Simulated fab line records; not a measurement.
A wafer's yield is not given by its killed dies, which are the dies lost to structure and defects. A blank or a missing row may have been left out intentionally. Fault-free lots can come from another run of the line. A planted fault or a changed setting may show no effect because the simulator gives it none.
Lot-split experiment | flow n5 finfet | 7 lots, 21 wafers read, on a route of 1938 steps

## THE SPLIT ITSELF
At N5_PASSIVATION_DEVELOP_43 (develop time 60 s), the setting develop time s was moved away from the recipe's 60 s on 2 of the 21 wafers read, by -18.4% to +19.7%. This setting was run at the recipe's value on the other wafers.

## FROM SPLIT TO READING: 1 step shown by the file between the two
- N5_PASSIVATION_HARDBAKE_45: time 120 s

## THE READING
cd nm (nm) at N5_PASSIVATION_CD_MEAS_44, where the cd target is 40000 nm. Typical for fault-free wafers on this fab line: 39999 nm, with standard deviation 2.8 nm.

wafer  | tool, chamber at the split | develop time s as run, s | against the recipe | cd nm, nm | against lot-mates on the recipe
L075.1 | litho track-04, 0          | 60                       | recipe             | 40005     | -
L075.2 | litho track-04, 0          | 60                       | recipe             | 40001     | -
L075.6 | litho track-04, 0          | 60                       | recipe             | 40002     | -
L076.2 | litho track-05, 0          | 60                       | recipe             | 40000     | -
L076.4 | litho track-05, 0          | 60                       | recipe             | 39999     | -
L076.5 | litho track-05, 0          | 60                       | recipe             | 40003     | -
L079.1 | litho track-05, 0          | 60                       | recipe             | 39995     | -
L079.3 | litho track-05, 0          | 60                       | recipe             | 39997     | -
L079.6 | litho track-05, 0          | 60                       | recipe             | 39998     | -
L081.2 | litho track-01, 0          | 60                       | recipe             | 40002     | -
L081.3 | litho track-01, 0          | 48.97                    | -18.4%             | 39993     | -10
L081.5 | litho track-01, 0          | 60                       | recipe             | 40004     | -
L093.1 | litho track-01, 0          | 60                       | recipe             | 39999     | -
L093.3 | litho track-01, 0          | 60                       | recipe             | 39999     | -
L093.4 | litho track-01, 0          | 71.79                    | +19.7%             | 40006     | +7
L089.1 | litho track-05, 0          | 60                       | recipe             | 40002     | -
L089.4 | litho track-05, 0          | 60                       | recipe             | 40001     | -
L089.6 | litho track-05, 0          | 60                       | recipe             | 40003     | -
L088.3 | litho track-04, 0          | 60                       | recipe             | 40001     | -
L088.5 | litho track-04, 0          | 60                       | recipe             | 40001     | -
L088.6 | litho track-04, 0          | 60                       | recipe             | 40001     | -

FIT RESULTS
A straight line over all 21 wafers: cd nm changes by +0.34 nm for each +1% of develop time s; r = +0.65; the points scatter about the line by 2.4 nm.
The same after taking each lot's own level away (the mean of its wafers on the recipe; 21 wafers): +0.444 nm for each +1%; r = +0.90; scatter 1.3 nm.
That fit puts the effect of the largest move of develop time s on the reading at 8.7 nm.
The lots' own levels span 39996.7 to 40003.0 nm, that is 2.3 times the standard deviation above.
So the lot-to-lot level blurs the effect unless lot-mates are compared.
Check: with one of the wafers moved furthest among these (+19.7%) left out of the fit, the line predicts +10.7 nm for it against its lot-mates. It came out at +7 nm against them.

## FILE'S OWN FIT
cd nm changes by +0.44 nm for each +1% of develop time s, r = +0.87.
